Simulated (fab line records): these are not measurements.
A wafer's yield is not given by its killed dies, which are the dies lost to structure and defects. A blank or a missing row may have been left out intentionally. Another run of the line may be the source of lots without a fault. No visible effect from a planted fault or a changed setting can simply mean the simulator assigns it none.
Matching of chambers -- flow nand-harc -- rie-diel-10 running NHARC_A_CHANNEL_HOLE_D1_ETCH_44: 4 sister chambers
The step etches the open film in CF4/O2, target depth 140 nm, overetch 14 nm, time 77 s. 4 wafers are shown with their chamber, then 8 later ones without.

WAFERS WITH THEIR CHAMBER
wafer,chamber,showerhead-plenum-p-Torr (Torr)
L483.1,1,1.29
L483.3,2,1.27
L483.5,0,1.29
L485.1,3,1.25

WAFERS MISSING THEIR CHAMBER
wafer,showerhead-plenum-p-Torr (Torr)
L485.3,1.28
L485.4,1.29
L487.3,1.28
L487.5,1.27
L487.6,1.29
L488.1,1.29
L488.3,1.28
L488.4,1.27

THE CHAMBER EACH PASSED THROUGH
wafer,from the rows above,in truth
L485.3,can't be placed: 0 or 1 or 2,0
L485.4,can't be placed: 0 or 1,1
L487.3,can't be placed: 0 or 1 or 2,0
L487.5,2,2
L487.6,can't be placed: 0 or 1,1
L488.1,can't be placed: 0 or 1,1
L488.3,can't be placed: 0 or 1 or 2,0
L488.4,2,2
Correctly placed: 2 of 8. Not placeable from these rows: 6 (in 6, the candidates include the true chamber). Placed wrongly: 0.
How it was worked out, from the rows above alone: a wafer's distance from a chamber is the root of the sum, over the readings, of the square of ((its reading less the chamber's mean) divided by the reading's scatter). If the next closest chamber is less than 2 further off than the closest, the wafer can't be placed; otherwise it belongs to the closest. A chamber's mean is the mean of its shown wafers. The scatter (one wafer shown for each chamber): square how far every hidden wafer sits from the nearest shown wafer, average those squares and take the square root.
